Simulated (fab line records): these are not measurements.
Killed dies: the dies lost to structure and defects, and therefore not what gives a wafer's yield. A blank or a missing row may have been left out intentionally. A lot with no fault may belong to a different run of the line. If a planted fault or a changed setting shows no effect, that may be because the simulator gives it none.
Which tool is to blame? || flow n5Finfet || 33 wafers sampled from 11 lots at 1 step of a route of 1938

## WHAT THE GAUGES SHOWED, per wafer
N5_BEOL_M14_THK_MEAS_50: measures by xrf.
{"lot": "L737", "measured": "day 12 02:07", "on": "filmMetro-02", "M14_THK (nm)": "577 562 579"}
{"lot": "L736", "measured": "day 12 07:46", "on": "filmMetro-02", "M14_THK (nm)": "574 568 567"}
{"lot": "L743", "measured": "day 14 02:04", "on": "filmMetro-01", "M14_THK (nm)": "563 566 557"}
{"lot": "L742", "measured": "day 15 00:43", "on": "filmMetro-02", "M14_THK (nm)": "549 557 549"}
{"lot": "L746", "measured": "day 15 02:14", "on": "filmMetro-01", "M14_THK (nm)": "559 568 561"}
{"lot": "L745", "measured": "day 15 03:24", "on": "filmMetro-02", "M14_THK (nm)": "552 559 554"}
{"lot": "L748", "measured": "day 15 15:29", "on": "filmMetro-02", "M14_THK (nm)": "557 559 568"}
{"lot": "L751", "measured": "day 15 22:40", "on": "filmMetro-01", "M14_THK (nm)": "570 579 556"}
{"lot": "L753", "measured": "day 16 17:26", "on": "filmMetro-01", "M14_THK (nm)": "567 563 563"}
{"lot": "L754", "measured": "day 17 03:13", "on": "filmMetro-02", "M14_THK (nm)": "567 571 563"}
{"lot": "L755", "measured": "day 17 11:35", "on": "filmMetro-01", "M14_THK (nm)": "564 565 562"}

## TOOL THAT RAN EACH LOT (tool first, then ch and the chambers of the sampled wafers, then the start)
Before these readings, the record contains no process step.

## AS READ BY THE TOOLS THEMSELVES (means over the sampled wafers that have a number; for cases with no such wafer, the mark the record gives instead)
The record holds no such reading with a usual standard deviation.

## THE ANSWER, worked out from the rows above alone
Rule: the lots themselves supply what counts as usual. Put in order of their means at a reading, lots are off if they are a third of the lots or fewer, leave a main group of 4 or more, and stand apart from it by a gap of 3 or more times the standard deviation of the main group's means; of several such gaps the widest counts. Not used: any main group whose means are identical at the precision the tables above print for the reading. Also off: a lot with no number at a reading for which 4 or more lots have one. Where the step has rows for the other lots, those lots are counted as sound. The gauges are gone through in route order, then the tools' own readings, and for those a lot's mean is taken as printed above. At the first step where some lot is off, the reading lying furthest off is the one used; lots without a number count as furthest.
Across all readings shown, no lot is off: no conclusion can be drawn from this.

## WHAT WAS PUT IN BY THE SIMULATOR
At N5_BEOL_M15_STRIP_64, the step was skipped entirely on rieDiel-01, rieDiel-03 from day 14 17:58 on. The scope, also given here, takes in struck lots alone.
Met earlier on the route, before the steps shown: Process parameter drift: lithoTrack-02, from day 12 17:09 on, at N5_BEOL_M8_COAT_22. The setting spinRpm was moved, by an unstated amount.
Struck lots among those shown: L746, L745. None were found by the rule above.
